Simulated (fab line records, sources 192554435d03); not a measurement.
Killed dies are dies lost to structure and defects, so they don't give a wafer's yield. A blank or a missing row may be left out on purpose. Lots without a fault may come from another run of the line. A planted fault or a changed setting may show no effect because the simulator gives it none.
A struck lot beside a sound one | flow n5_finfet | 20 steps out of a route of 1938
Sound: wafers L375.1, L375.3, L375.4. Struck: wafers L393.2, L393.4. The cause comes at the end.
At each step with rows: each side's tool, then ch and its chambers, then its first start. Under that, the readings that differ: sound wafers | struck wafers | difference of the means | sigmas: that difference in standard deviations of wafers without a fault.
alike: readings whose means differ by less than 2 such deviations, and words and numbers that are the same on both sides. not compared: withheld readings, readings that some wafer has no value for, bounds like >300 that may hide the same value, and numbers for which the record gives no deviation and whose values overlap.
The two part at a step that has a row with sigmas, a row that says differs or no value, or rows on one side only. Numbers that don't overlap but have no deviation are shown without sigmas and don't part them. A reading that every wafer of one side lacks parts them only if that side has two wafers or more.

N5_BEOL_M13_ETCH_67: etches SiARC in CF4, target depth 143 nm, time 238.3 s.
  sound on rie_diel-05 ch 0,2,3, day 11 06:20; struck on rie_diel-06 ch 1,2, day 16 04:17
  alike: drypump_motor_current_A, etch_rf_on_time_s, oes_product_au, rf_vpp_V, showerhead_plenum_p_Torr, throttle_valve_pct
  not compared: rf_hours_counter_h
N5_BEOL_M13_ETCH_68: etches SOC in N2/H2, time 355 s.
  sound on rie_diel-05 ch 0,2,3, day 11 06:29; struck on rie_diel-06 ch 1,2, day 16 04:25
  alike: drypump_motor_current_A, oes_product_au, rf_vpp_V, showerhead_plenum_p_Torr, throttle_valve_pct
  not compared: rf_hours_counter_h
then, 1 step without rows for these wafers: N5_BEOL_M13_STRIP_69 (strips in N2/H2).
N5_BEOL_M13_TRENCH_ETCH_34: etches SiOC in C4F8/O2/Ar, target depth 413.47 nm, time 162.6 s.
  sound on rie_diel-05 ch 0,2,3, day 11 06:43; struck on rie_diel-06 ch 1,2, day 16 04:39
  alike: drypump_motor_current_A, he_outer_torr, oes_product_au, rf_vpp_V, showerhead_plenum_p_Torr, throttle_valve_pct
  not compared: rf_hours_counter_h
then, 1 step without rows for these wafers: N5_BEOL_M13_STRIP_70 (strips in C4F8/O2/Ar).
N5_BEOL_M13_OCD_MEAS_35:
  sound on ocd-01, day 11 06:53; struck on ocd-01, day 16 04:49
  alike: trench_depth_nm
then, 5 steps without rows for these wafers: N5_BEOL_M13_STRIP_37 (strips in N2/H2); N5_BEOL_M13_ETCH_38 (etches SiCN in CF4/N2, target depth 67.5 nm, time 71.9 s); N5_BEOL_M13_PRECLEAN_39 (cleans in residue remover, time 60 s); N5_BEOL_M13_SRD_40 (time 30 s, dry time 30 s); N5_BEOL_M13_DEGAS_41 (time 60 s).
N5_BEOL_M13_PRE_CLEAN_42: time 30 s.
  sound on pvd_sputter-01, day 11 08:44; struck on pvd_sputter-03, day 16 07:30
  alike: heater_power_w
N5_BEOL_M13_SPUTTER_43: material TaN, target thk 15 nm, time 24.19 s.
  sound on pvd_sputter-01, day 11 08:47; struck on pvd_sputter-03, day 16 07:32
  reading                                      | sound          | struck | difference | sigmas
  model.TaN_of_BEOL_M13_SPUTTER_43.thk_nm (nm) | 15.2 15.2 15.2 | 11 11  | -4         |
  alike: cathode_dc_power_W, throttle_valve_pct
N5_BEOL_M13_SPUTTER_44: material Ta, target thk 10 nm, time 16.13 s.
  sound on pvd_sputter-01, day 11 08:52; struck on pvd_sputter-03, day 16 07:37
  alike: cathode_dc_power_W, throttle_valve_pct
then, 3 steps without rows for these wafers: N5_BEOL_M13_SPUTTER_45 (material Cu, target thk 80 nm, time 13.33 s); N5_BEOL_M13_ECD_47 (material Cu, target thk 936 nm); N5_BEOL_M13_ANNEAL_48 (time 90 s).
N5_BEOL_M13_CMP_49: polishes, stops on SiOC, t overpolish 17.1 s, target thk 420 nm.
  sound on cmp-03 ch 0,1,3, day 11 09:31; struck on cmp-02 ch 1,2, day 16 08:31
  reading                      | sound          | struck    | difference | sigmas
  barrier_field_endpoint_s (s) | 31.1 30.6 31.7 | 26.0 25.9 | -5.2       | -9
  alike: head_pressure_psi, motor_current_A, platen_rpm
N5_BEOL_M13_THK_MEAS_50: measures by xrf.
  sound on film_metro-01, day 11 09:49; struck on film_metro-01, day 16 08:44
  alike: M13_THK
N5_PASSIVATION_PROBE_49:
  the record has rows for the sound wafers here (prober-02, day 12 13:33) and none for the struck ones

WHERE THEY PART
First at N5_BEOL_M13_CMP_49; last, within this record, at N5_PASSIVATION_PROBE_49.

WHY: what the simulator had put in
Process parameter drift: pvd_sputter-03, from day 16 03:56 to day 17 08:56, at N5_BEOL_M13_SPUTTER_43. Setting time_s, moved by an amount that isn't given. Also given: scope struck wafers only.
